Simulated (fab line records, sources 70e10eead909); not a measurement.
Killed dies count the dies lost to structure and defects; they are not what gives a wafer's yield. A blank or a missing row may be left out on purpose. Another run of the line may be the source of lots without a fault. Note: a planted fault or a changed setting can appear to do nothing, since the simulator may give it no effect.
A lot that was struck, set against a sound lot	flow nand-harc	17 steps out of a route of 1302
Sound: wafers L142.4, L142.5, L142.6. The struck wafers were L150.1, L150.2, L150.4. The cause comes at the end.
Per side, at each step with rows, come the tool, then ch with its chambers, and then its first start. Under that, the readings that differ: sound wafers	struck wafers	difference of the means	sigmas: that difference in standard deviations of wafers without a fault.
alike: a reading whose means differ by less than 2 such deviations, as well as words and numbers matching on both sides. not compared: withheld readings; readings where some wafer has no value; bounds like >300 that might hide an equal value; numbers whose values overlap and for which the record gives no deviation.
Wherever a step has rows on one side only, a row that says differs or no value, or a row with sigmas, the two part there. When numbers do not overlap yet have no deviation, they are printed without sigmas and do not part them. A reading that every wafer of one side lacks parts them only if that side has two wafers or more.

NHARC_A_CONTACT_ETCH_102: etches the open film in CF4/O2, target depth 100 nm, overetch 10 nm, time 55 s.
  sound on rie-diel-04 ch 0,1,3, day 22 12:02; struck on rie-diel-09 ch 0,1,2, day 25 20:22
  alike: drypump-motor-current-A, mfc-ar-sccm, oes_ar_750_au, oes-product-au, rf-vpp-V, showerhead-plenum-p-Torr, throttle-valve-pct
  not compared: rf-hours-counter-h
NHARC_A_CONTACT_STRIP_55: strips in O2.
  sound on rie-diel-04 ch 0,1; struck on rie-diel-09 ch 0,1,3
  alike: drypump-motor-current-A, mfc-ar-sccm, oes-product-au, rf-vpp-V, showerhead-plenum-p-Torr, throttle-valve-pct
  not compared: rf-hours-counter-h
then, 1 step without rows for these wafers: NHARC_A_CONTACT_STRIP_56 (strips in post etch residue remover, time 600 s).
NHARC_A_CONTACT_DEP_57: deposits aC, target thk 5300 nm.
  sound on acl-dep-01 ch 0, day 22 16:05; struck on acl-dep-03 ch 0, day 25 21:02
  alike: throttle-valve-pct
NHARC_A_CONTACT_DEP_58: deposits SiON, target thk 90 nm.
  sound on pecvd-03 ch 0,1,2, day 22 17:47; struck on pecvd-04 ch 0,1,2, day 26 00:18
  alike: heater-power-w
then, 7 steps without rows for these wafers: NHARC_A_CONTACT_DEHYDRATE_59 (time 120 s); NHARC_A_CONTACT_HMDS_60 (time 30 s); NHARC_A_CONTACT_COAT_61 (time 75 s); NHARC_A_CONTACT_COAT_62 (time 65 s); NHARC_A_CONTACT_COAT_63 (resist thk 90 nm); NHARC_A_CONTACT_SOFTBAKE_64 (time 55 s); NHARC_A_CONTACT_EBR_65.
NHARC_A_CONTACT_EXPOSE_66: exposes mask A CC 2.
  sound on arfi-scanner-03 ch 0, day 22 18:17; struck on arfi-scanner-02 ch 0, day 26 00:51
reading	sound	struck	difference	sigmas
exposure-dose-mJ-cm2	59.08 59.05 59.04	79.20 79.12 79.07	+20.07	+99 or more
  alike: mask, stage-vel-mm-s
then, 2 steps without rows for these wafers: NHARC_A_CONTACT_PEB_67 (peb time 65 s); NHARC_A_CONTACT_DEVELOP_68 (develop time 35 s).
NHARC_A_CONTACT_CD_MEAS_69 targets a cd of 300 nm.
  sound on cd-sem-01 ch 0, day 22 18:25; struck on cd-sem-03 ch 0, day 26 00:59
reading	sound	struck	difference	sigmas
cd-nm (nm)	301.6 301.0 301.4	316.3 316.7 316.7	+15.2	+22
NHARC_A_CONTACT_OVL_MEAS_70:
  sound: overlay-02 at day 22 18:30; struck: overlay-02 at day 26 01:05
  alike: overlay-x-nm, overlay-y-nm

WHERE THEY PART
Earliest at NHARC_A_CONTACT_EXPOSE_66; latest, in this record, at NHARC_A_CONTACT_CD_MEAS_69. Later steps at which nothing parts them and some readings are alike: NHARC_A_CONTACT_OVL_MEAS_70.

WHY: the cause the simulator had injected
Drift in process parameters on arfi-scanner-02 at NHARC_A_CONTACT_EXPOSE_66, starting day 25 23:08. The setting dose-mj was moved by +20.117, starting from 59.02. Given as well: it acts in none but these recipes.
